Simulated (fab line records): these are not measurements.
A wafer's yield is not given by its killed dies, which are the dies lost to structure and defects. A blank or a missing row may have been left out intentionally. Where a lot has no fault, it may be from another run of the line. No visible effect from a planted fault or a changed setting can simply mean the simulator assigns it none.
fab line records	flow nand_harc	part 1 of 2: steps 1 to 4 of 6
record lots=20	wafers=60	last_day=25
route steps=1159 shown A_STAIRCASE@584
lots with no fault: from the same line, run without faults
start_h: hours from the record's first day to the start of the lot's first wafer shown	wait_h: time in hours since the lot's previous step	" repeats the value in the row above	L1.1+2: several wafers, shown together as one row	- either no value or no given start	* or withheld: withheld	< > ~ a bound
route shown NAME@n: a module of which the file shows steps, and the number in the route of the first	usual: mean/standard deviation of fault-free wafers	same: alike in all rows	chamber/n: place in a boat	sites: each site's reading	_std_site: the standard deviation of these	_edge_site: inner sites' mean taken away from outer sites' mean	radius_mm: how far each site lies from the wafer's centre	mask NAME#n: copy n	behind: the most recent tool/chamber to have shaped the wafer	hold: why the lot went on hold/how many hours it stayed there/how the hold came to an end	device: names the non-switching transistor (n, p or np)	end of line: the same wafers' tests at the end of the route	step lacking rows: just its recipe	killed: dies that structure and defects cost at the first sort, which is not the same as the wafer's yield	map: dies across one wafer; x = killed, . = not, _ = none there
set.NAME: setting as actually run; set.NAME@STEP: the setting as run at that earlier step	model.NAME: the simulator's own value behind a step, which no gauge read
route steps across a sampled set of lots; one table per step, one row per wafer
services: from which hour (start_h, from the record's first day; less than 0 if before it) a tool's chamber was out of use, for how many hours, and why
## steps
# step NHARC_A_STAIRCASE_ETCH_190
# recipe target_depth_a=1000	time_s=40.5	ion_energy_ev=400	c4f8_flow_sccm=20	o2_flow_sccm=10	ar_flow_sccm=withheld	rf_w=600	bias_w=1000	chemistry=C4F8/O2
# usual chamber_pressure_mTorr=25.001/0.023	oes_product_au=0.936/0.012	rf_vpp_V=895/6.1
lot.wafer	tool	chamber	start_h	wait_h	chamber_pressure_mTorr	oes_product_au	rf_hours_counter_h	rf_vpp_V
L074.3	rie_diel-02	0	-	-	24.990	0.943	35	900
L074.2	"	2	"	"	25.000	0.955	34	905
L074.1	"	3	"	"	25.001	0.944	32	885
L075.1	rie_diel-13	1	-	-	24.976	0.949	50	888
L075.3	"	2	"	"	25.018	0.955	55	901
L075.2	"	3	"	"	24.949	0.943	53	887
L077.1	rie_diel-13	2	-	-	25.004	0.939	56	902
L077.3	"	3	"	"	24.985	0.929	54	887
L077.6	"	3	"	"	24.978	0.927	-	888
L076.1	rie_diel-13	0	-	-	24.993	0.946	53	897
L076.4	"	1	"	"	24.989	0.932	52	888
L076.6	"	1	"	"	25.036	0.932	-	888
L079.1	rie_diel-13	0	-	-	24.981	0.931	54	896
L079.2	"	1	"	"	24.976	0.918	52	886
L079.6	"	0	"	"	25.000	0.940	-	896
L078.3	rie_diel-02	0	-	-	24.967	0.926	41	898
L078.1	"	1	"	"	25.003	0.925	40	897
L078.6	"	2	"	"	24.989	0.939	-	905
L081.2	rie_diel-05	2	-	-	24.974	0.927	34	899
L081.4	"	0	"	"	24.981	0.964	43	897
L081.3	"	1	"	"	24.990	0.942	42	890
L083.1	rie_diel-05	3	-	-	24.982	0.936	37	899
L083.3	"	0	"	"	24.953	0.959	45	894
L083.4	"	1	"	"	24.994	0.933	45	892
L082.3	rie_diel-02	0	-	-	24.994	0.944	53	899
L082.1	"	1	"	"	24.991	0.928	51	897
L082.5	"	0	"	"	25.016	0.942	-	899
L085.3	rie_diel-02	2	-	-	25.009	0.946	59	904
L085.4	"	3	"	"	24.996	0.931	58	886
L085.1	"	0	"	"	25.009	0.950	59	899
L087.4	rie_diel-13	2	-	-	24.941	0.942	11	899
L087.6	"	0	"	"	24.995	0.930	-	898
L087.5	"	1	"	"	24.958	0.913	-	887
L088.1	rie_diel-05	2	-	-	25.066	0.932	48	897
L088.4	"	3	"	"	25.002	0.937	52	898
L088.2	"	0	"	"	24.971	0.951	62	895
L091.4	rie_diel-13	3	-	-	25.017	0.924	21	885
L091.3	"	1	"	"	24.969	0.908	21	888
L091.2	"	2	"	"	25.025	0.944	21	899
L090.2	rie_diel-02	1	-	-	25.004	0.938	7	897
L090.5	"	2	"	"	25.013	0.942	-	904
L090.6	"	0	"	"	24.993	0.927	-	900
L093.2	rie_diel-05	2	-	-	25.014	0.935	1	899
L093.3	"	3	"	"	24.990	0.936	2	898
L093.6	"	3	"	"	24.987	0.939	-	899
L094.2	rie_diel-13	2	-	-	25.028	0.932	22	900
L094.3	"	3	"	"	25.025	0.932	29	886
L094.5	"	3	"	"	24.975	0.929	-	887
L092.2	rie_diel-13	2	-	-	25.017	0.953	23	901
L092.5	"	2	"	"	24.990	0.961	-	899
L092.6	"	3	"	"	25.028	0.937	-	885
L096.4	rie_diel-05	0	-	-	24.996	0.944	7	895
L096.5	"	1	"	"	24.978	0.966	-	891
L096.6	"	2	"	"	25.028	0.943	-	898
L095.1	rie_diel-02	3	-	-	25.007	0.928	4	906
L095.4	"	0	"	"	24.993	0.929	14	898
L095.2	"	1	"	"	24.999	0.935	15	896
L097.1	rie_diel-13	2	-	-	25.010	0.955	30	900
L097.2	"	3	"	"	24.970	0.937	37	886
L097.5	"	3	"	"	25.001	0.927	-	886
# step NHARC_A_STAIRCASE_TRIM_196
# recipe time_s=211.2	o2_flow_sccm=500	ar_flow_sccm=0	bias_w=0	chemistry=O2
# usual chamber_pressure_mTorr=60.00/0.05	drypump_motor_current_A=5.7/0.41	oes_product_au=0.996/0.01	rf_vpp_V=57.9/0.85	showerhead_plenum_p_Torr=3.53/0.16	throttle_valve_pct=17.036/0.0086
lot.wafer	tool	chamber	start_h	wait_h	chamber_pressure_mTorr	drypump_motor_current_A	oes_product_au	rf_hours_counter_h	rf_vpp_V	showerhead_plenum_p_Torr	throttle_valve_pct
L074.1	rie_diel-02	0	248.69	0.1	59.99	5.6	0.991	36	57.4	3.62	17.030
L074.3	"	1	"	"	60.02	6.1	1.002	36	58.9	3.55	17.034
L074.2	"	3	"	"	60.08	6.3	1.011	32	57.3	3.28	17.025
L075.2	rie_diel-05	1	251.23	0.1	59.95	5.6	0.997	29	57.8	3.39	17.045
L075.3	"	2	"	"	60.01	5.6	0.973	23	57.7	3.61	17.035
L075.1	"	0	"	"	60.02	6.3	0.998	30	58.3	3.55	17.058
L077.3	rie_diel-05	2	253.72	0.1	59.96	5.7	0.980	24	57.9	3.61	17.037
L077.1	"	3	"	"	59.98	5.3	0.971	25	58.7	3.62	17.043
L077.6	"	1	"	"	60.09	5.6	0.993	-	57.7	3.39	17.032
L076.1	rie_diel-02	2	256.64	0.1	60.09	5.0	1.019	38	57.7	3.79	17.031
L076.4	"	3	"	"	60.03	6.3	0.999	37	57.2	3.28	17.029
L076.6	"	2	"	"	59.94	5.1	1.011	-	58.6	3.79	17.033
L079.1	rie_diel-13	1	257.79	0.1	59.99	5.8	0.982	53	56.0	3.31	17.035
L079.2	"	3	"	"	59.95	6.1	0.981	56	57.8	3.29	17.031
L079.6	"	2	"	"	60.04	5.3	0.988	-	58.3	3.64	17.042
L078.3	rie_diel-02	3	262.07	0.1	60.04	6.3	1.006	39	56.4	3.28	17.027
L078.1	"	1	"	"	60.19	6.1	0.999	41	57.6	3.55	17.049
L078.6	"	2	"	"	60.03	5.0	1.006	-	58.8	3.78	17.036
L081.3	rie_diel-02	3	283.80	0.1	59.95	6.3	1.000	46	57.0	3.27	17.040
L081.4	"	0	"	"	60.05	5.6	1.010	48	59.6	3.61	17.033
L081.2	"	1	"	"	59.95	6.1	0.985	48	58.5	3.55	17.035
L083.4	rie_diel-02	1	289.91	0.1	59.96	6.1	0.987	50	59.5	3.55	17.047
L083.3	"	2	"	"	59.99	5.0	1.012	49	58.1	3.78	17.032
L083.1	"	3	"	"	60.01	6.3	0.995	49	55.8	3.27	17.040
L082.3	rie_diel-02	3	294.88	0.1	60.08	6.3	1.003	51	58.3	3.27	17.033
L082.1	"	0	"	"	59.96	5.6	0.996	54	58.0	3.61	17.025
L082.5	"	2	"	"	60.04	5.0	1.004	-	59.1	3.78	17.035
L085.4	rie_diel-02	1	317.39	0.1	59.94	6.1	0.993	60	57.6	3.54	17.034
L085.1	"	2	"	"	59.97	5.0	1.005	59	57.7	3.77	17.039
L085.3	"	3	"	"	59.99	6.3	0.992	59	55.8	3.26	17.029
L087.4	rie_diel-05	3	320.84	0.1	59.99	5.3	0.980	50	57.7	3.60	17.044
L087.5	"	3	"	"	59.94	5.3	0.984	-	58.2	3.60	17.029
L087.6	"	0	"	"	60.03	6.3	0.997	-	57.8	3.53	17.050
L088.2	rie_diel-05	0	330.27	0.1	60.00	6.3	0.999	62	57.4	3.53	17.027
L088.4	"	1	"	"	60.07	5.6	0.996	58	57.7	3.37	17.028
L088.1	"	2	"	"	60.00	5.7	0.982	48	56.6	3.60	17.032
L091.2	rie_diel-02	2	343.91	0.1	59.95	5.0	0.998	3	58.8	3.77	17.039
L091.3	"	1	"	"	60.03	6.1	1.003	3	57.2	3.54	17.038
L091.4	"	0	"	"	60.01	5.6	0.999	-	57.6	3.60	17.048
L090.2	rie_diel-13	0	351.09	0.1	59.99	5.6	0.988	26	58.9	3.52	17.035
L090.5	"	3	"	"	60.00	6.1	0.984	-	57.8	3.28	17.045
L090.6	"	0	"	"	59.98	5.6	0.991	-	56.9	3.51	17.039
L093.3	rie_diel-05	1	353.29	0.1	59.98	5.6	1.003	2	58.4	3.37	17.053
L093.2	"	2	"	"	60.02	5.7	1.000	2	57.3	3.60	17.030
L093.6	"	1	"	"	60.03	5.6	1.001	-	58.2	3.37	17.041
L094.2	rie_diel-02	2	355.38	0.1	60.03	5.0	1.004	10	58.5	3.77	17.045
L094.3	"	0	"	"	59.84	5.6	0.991	10	57.3	3.60	17.037
L094.5	"	0	"	"	60.01	5.6	0.982	-	57.7	3.60	17.036
L092.2	rie_diel-02	0	357.86	0.1	60.01	5.6	0.990	11	58.7	3.60	17.031
L092.6	"	2	"	"	60.02	5.0	1.009	-	56.1	3.76	17.026
L092.5	"	3	"	"	59.97	6.3	1.001	-	58.6	3.81	17.035
L096.4	rie_diel-05	1	364.51	0.1	60.00	5.6	1.007	7	56.9	3.37	17.035
L096.6	"	0	"	"	59.97	6.3	0.999	-	57.7	3.52	17.013
L096.5	"	1	"	"	59.98	5.6	1.002	-	57.3	3.37	17.046
L095.1	rie_diel-02	3	365.53	0.1	59.91	6.3	1.000	4	56.8	3.81	17.052
L095.2	"	0	"	"	59.98	5.6	0.989	15	57.7	3.59	17.032
L095.4	"	1	"	"	59.93	6.1	0.992	15	58.6	3.53	17.042
L097.2	rie_diel-13	2	377.89	0.1	59.91	5.3	1.001	31	56.8	3.62	17.047
L097.1	"	3	"	"	59.96	6.1	1.000	38	58.3	3.27	17.038
L097.5	"	0	"	"	59.96	5.6	0.989	-	57.8	3.51	17.053
# step NHARC_A_STAIRCASE_TRIM_198
# recipe time_s=211.2	o2_flow_sccm=500	ar_flow_sccm=0	bias_w=0	chemistry=O2
# usual chamber_pressure_mTorr=60.00/0.057	drypump_motor_current_A=5.7/0.42	oes_product_au=0.995/0.011	rf_vpp_V=57.8/0.92	showerhead_plenum_p_Torr=3.53/0.16	throttle_valve_pct=17.038/0.0084
lot.wafer	tool	chamber	start_h	wait_h	chamber_pressure_mTorr	drypump_motor_current_A	oes_product_au	rf_hours_counter_h	rf_vpp_V	showerhead_plenum_p_Torr	throttle_valve_pct
L074.2	rie_diel-02	3	-	-	59.99	6.3	0.997	33	56.6	3.28	17.038
L074.3	"	0	"	"	59.99	5.6	0.996	36	56.9	3.62	17.048
L074.1	"	1	"	"	59.91	6.1	0.995	36	57.7	3.55	17.034
L075.1	rie_diel-05	1	-	-	60.05	5.6	1.001	29	57.9	3.39	17.042
L075.3	"	2	"	"	60.00	5.6	0.988	23	59.1	3.61	17.038
L075.2	"	3	"	"	60.04	5.3	0.987	25	58.2	3.62	17.047
L077.3	rie_diel-05	0	-	-	60.06	6.3	1.001	31	57.4	3.55	17.035
L077.1	"	1	"	"	59.97	5.6	1.005	30	57.6	3.39	17.025
L077.6	"	3	"	"	59.96	5.3	0.997	-	57.2	3.62	17.031
L076.4	rie_diel-02	2	-	-	59.97	5.0	1.010	38	58.0	3.79	17.042
L076.1	"	3	"	"	59.99	6.3	0.988	37	56.4	3.28	17.042
L076.6	"	1	"	"	60.01	6.1	0.995	-	58.6	3.55	17.039
L079.2	rie_diel-13	2	-	-	60.02	5.3	0.992	58	57.9	3.64	17.039
L079.1	"	3	"	"	60.07	6.1	0.983	56	57.3	3.29	17.027
L079.6	"	2	"	"	59.96	5.3	0.989	-	59.7	3.64	17.045
L078.3	rie_diel-02	0	-	-	60.09	5.6	0.989	41	58.7	3.61	17.035
L078.1	"	1	"	"	60.05	6.1	0.996	41	57.2	3.55	17.037
L078.6	"	3	"	"	59.98	6.4	0.995	-	57.8	3.28	17.042
L081.3	rie_diel-02	3	-	-	60.24	6.4	1.002	46	57.9	3.27	17.044
L081.2	"	0	"	"	59.94	5.6	0.996	48	57.0	3.61	17.037
L081.4	"	1	"	"	59.87	6.1	0.987	48	58.7	3.55	17.050
L083.3	rie_diel-02	3	-	-	60.00	6.3	0.996	49	55.5	3.27	17.037
L083.1	"	0	"	"	59.91	5.6	0.995	52	59.0	3.61	17.036
L083.4	"	1	"	"	59.99	6.1	0.989	50	58.0	3.55	17.040
L082.1	rie_diel-02	1	-	-	59.93	6.1	0.981	52	57.4	3.55	17.042
L082.3	"	2	"	"	60.09	5.0	0.997	51	58.4	3.78	17.041
L082.5	"	1	"	"	60.07	6.1	1.000	-	56.6	3.55	17.031
L085.4	rie_diel-02	3	-	-	59.93	6.3	0.986	59	57.1	3.26	17.027
L085.3	"	0	"	"	59.93	5.5	0.993	59	57.5	3.60	17.047
L085.1	"	2	"	"	60.00	5.0	0.991	59	58.0	3.77	17.028
L087.4	rie_diel-05	3	-	-	59.98	5.3	0.991	50	57.9	3.60	17.045
L087.5	"	2	"	"	59.96	5.6	0.981	-	57.5	3.60	17.022
L087.6	"	3	"	"	60.01	5.3	0.994	-	56.8	3.60	17.040
L088.4	rie_diel-05	1	-	-	59.94	5.6	0.996	59	56.5	3.37	17.044
L088.2	"	2	"	"	59.98	5.7	0.990	49	58.3	3.60	17.043
L088.1	"	3	"	"	59.93	5.3	0.998	53	57.9	3.60	17.040
L091.3	rie_diel-02	2	-	-	60.05	5.0	1.022	3	58.7	3.77	17.030
L091.2	"	1	"	"	60.05	6.1	0.996	3	59.2	3.54	17.035
L091.4	"	1	"	"	59.96	6.1	1.001	-	59.1	3.54	17.053
L090.2	rie_diel-13	3	-	-	60.06	6.1	0.994	26	57.1	3.28	17.036
L090.5	"	1	"	"	59.95	5.8	0.975	-	56.7	3.29	17.032
L090.6	"	3	"	"	59.97	6.1	0.991	-	57.2	3.28	17.035
L093.3	rie_diel-05	3	-	-	59.94	5.4	1.008	2	58.1	3.60	17.023
L093.2	"	1	"	"	59.92	5.6	1.004	2	57.0	3.37	17.036
L093.6	"	0	"	"	60.03	6.3	0.992	-	57.5	3.53	17.051
L094.2	rie_diel-02	1	-	-	59.98	6.1	0.994	10	56.5	3.53	17.033
L094.3	"	2	"	"	59.96	5.1	1.017	10	58.4	3.77	17.030
L094.5	"	1	"	"	60.02	6.1	0.988	-	57.7	3.53	17.038
L092.2	rie_diel-02	1	-	-	59.97	6.1	0.983	11	57.6	3.53	17.025
L092.6	"	0	"	"	59.97	5.6	0.997	-	56.5	3.60	17.047
L092.5	"	1	"	"	60.03	6.1	0.994	-	57.7	3.53	17.047
L096.4	rie_diel-05	1	-	-	60.05	5.6	0.997	7	57.4	3.37	17.049
L096.5	"	3	"	"	59.99	5.3	1.004	-	59.0	3.59	17.035
L096.6	"	0	"	"	60.03	6.3	0.984	-	57.4	3.52	17.041
L095.1	rie_diel-02	1	-	-	59.95	6.1	0.993	15	54.9	3.53	17.020
L095.2	"	2	"	"	60.08	5.0	1.011	14	58.9	3.76	17.037
L095.4	"	0	"	"	59.99	5.6	0.995	15	58.4	3.59	17.037
L097.1	rie_diel-13	1	-	-	59.91	5.8	0.969	38	57.8	3.28	17.031
L097.2	"	3	"	"	60.03	6.1	0.998	38	56.6	3.27	17.038
L097.5	"	1	"	"	60.02	5.8	0.983	-	57.5	3.28	17.043
# step NHARC_A_STAIRCASE_TRIM_224
# recipe time_s=211.2	o2_flow_sccm=500	ar_flow_sccm=0	bias_w=0	chemistry=O2
# usual chamber_pressure_mTorr=60.00/0.057	drypump_motor_current_A=5.7/0.38	oes_product_au=0.994/0.0099	rf_vpp_V=57.8/0.83	showerhead_plenum_p_Torr=3.51/0.15	throttle_valve_pct=17.038/0.0094
lot.wafer	tool	chamber	start_h	wait_h	chamber_pressure_mTorr	drypump_motor_current_A	oes_product_au	rf_hours_counter_h	rf_vpp_V	showerhead_plenum_p_Torr	throttle_valve_pct
L074.2	rie_diel-02	3	-	-	60.07	6.3	0.997	33	57.3	3.28	17.020
L074.1	"	1	"	"	59.93	6.1	0.998	36	57.7	3.55	17.033
L074.3	"	2	"	"	60.05	5.0	1.009	35	57.9	3.79	17.028
L075.3	rie_diel-05	0	-	-	60.07	6.3	0.999	31	58.7	3.55	17.049
L075.1	"	1	"	"	60.00	5.6	0.994	31	57.2	3.39	17.035
L075.2	"	2	"	"	59.98	5.7	0.994	25	58.7	3.61	17.036
L077.3	rie_diel-13	1	-	-	59.96	5.8	0.992	53	57.6	3.31	17.021
L077.1	"	2	"	"	59.96	5.3	0.999	58	60.6	3.64	17.033
L077.6	"	3	"	"	59.96	6.1	0.989	-	56.1	3.29	17.036
L076.1	rie_diel-02	3	-	-	59.93	6.3	0.997	38	57.6	3.28	17.042
L076.4	"	0	"	"	60.02	5.6	0.981	40	58.5	3.61	17.036
L076.6	"	3	"	"	60.01	6.3	0.992	-	58.1	3.28	17.039
L079.1	rie_diel-13	0	-	-	59.97	5.6	1.014	55	56.0	3.53	17.044
L079.2	"	2	"	"	59.97	5.3	0.992	59	59.0	3.64	17.022
L079.6	"	0	"	"	59.94	5.6	1.003	-	56.1	3.53	17.027
L078.1	rie_diel-13	2	-	-	60.04	5.3	0.989	63	58.4	3.64	17.050
L078.3	"	1	"	"	60.07	5.8	0.973	57	56.6	3.30	17.043
L078.6	"	3	"	"	59.98	6.1	0.990	-	55.7	3.29	17.045
L081.3	rie_diel-13	2	-	-	60.02	5.3	1.015	0	58.0	3.64	17.035
L081.2	"	3	"	"	60.01	6.1	0.986	0	58.0	3.29	17.024
L081.4	"	0	"	"	59.92	5.6	0.986	0	57.9	3.53	17.027
L083.3	rie_diel-13	3	-	-	60.11	6.1	0.980	3	57.2	3.29	17.020
L083.4	"	0	"	"	59.97	5.6	0.990	3	56.6	3.53	17.038
L083.1	"	1	"	"	59.95	5.8	0.973	2	57.9	3.30	17.034
L082.1	rie_diel-05	1	-	-	60.11	5.6	0.996	48	57.1	3.38	17.040
L082.3	"	0	"	"	60.02	6.3	0.999	49	58.5	3.54	17.050
L082.5	"	2	"	"	59.97	5.6	0.993	-	59.9	3.60	17.041
L085.4	rie_diel-05	1	-	-	59.91	5.6	1.000	56	58.0	3.38	17.029
L085.1	"	2	"	"	59.94	5.7	0.993	47	57.5	3.60	17.047
L085.3	"	3	"	"	59.99	5.3	0.986	51	57.1	3.60	17.039
L087.4	rie_diel-02	3	-	-	60.05	6.3	0.987	61	57.1	3.26	17.036
L087.5	"	0	"	"	60.02	5.6	0.991	-	56.6	3.60	17.046
L087.6	"	1	"	"	60.01	6.1	0.989	-	58.5	3.54	17.035
L088.2	rie_diel-05	2	-	-	59.99	5.7	0.979	50	57.6	3.60	17.030
L088.4	"	3	"	"	60.05	5.3	0.980	54	59.0	3.60	17.019
L088.1	"	0	"	"	59.95	6.3	0.999	63	58.5	3.53	17.024
L091.3	rie_diel-02	2	-	-	60.11	5.0	1.005	5	58.8	3.77	17.034
L091.2	"	0	"	"	60.02	5.6	0.998	5	58.2	3.60	17.049
L091.4	"	0	"	"	60.02	5.6	1.000	-	58.4	3.60	17.038
L090.2	rie_diel-05	0	-	-	60.04	6.3	0.994	4	56.8	3.52	17.043
L090.6	"	2	"	"	60.01	5.6	0.987	-	57.5	3.60	17.046
L090.5	"	3	"	"	59.94	5.4	0.995	-	57.2	3.60	17.036
L093.2	rie_diel-13	1	-	-	60.06	5.8	0.981	30	57.5	3.29	17.037
L093.3	"	2	"	"	60.09	5.3	1.001	24	58.2	3.63	17.035
L093.6	"	1	"	"	60.00	5.8	0.979	-	58.4	3.29	17.052
L094.2	rie_diel-05	2	-	-	60.12	5.7	0.988	4	57.7	3.60	17.025
L094.3	"	0	"	"	59.97	6.3	0.990	4	58.4	3.52	17.040
L094.5	"	3	"	"	59.86	5.3	1.008	-	58.4	3.60	17.047
L092.2	rie_diel-05	2	-	-	59.98	5.7	0.997	5	58.1	3.59	17.029
L092.6	"	3	"	"	59.91	5.4	1.012	-	57.8	3.60	17.051
L092.5	"	0	"	"	59.97	6.3	0.984	-	58.7	3.52	17.037
L096.4	rie_diel-02	1	-	-	60.07	6.1	1.005	16	58.6	3.53	17.043
L096.6	"	3	"	"	59.96	6.3	1.008	-	58.8	3.81	17.030
L096.5	"	0	"	"	60.01	5.6	1.006	-	57.5	3.59	17.050
L095.2	rie_diel-05	0	-	-	59.98	6.3	0.988	10	58.2	3.52	17.030
L095.4	"	1	"	"	60.05	5.6	0.992	8	58.2	3.37	17.047
L095.1	"	3	"	"	60.00	5.3	1.010	9	58.8	3.59	17.050
L097.1	rie_diel-13	2	-	-	60.06	5.3	0.998	35	59.0	3.62	17.050
L097.2	"	3	"	"	60.10	6.1	0.993	41	57.5	3.27	17.034
L097.5	"	1	"	"	60.09	5.8	0.984	-	56.3	3.28	17.037
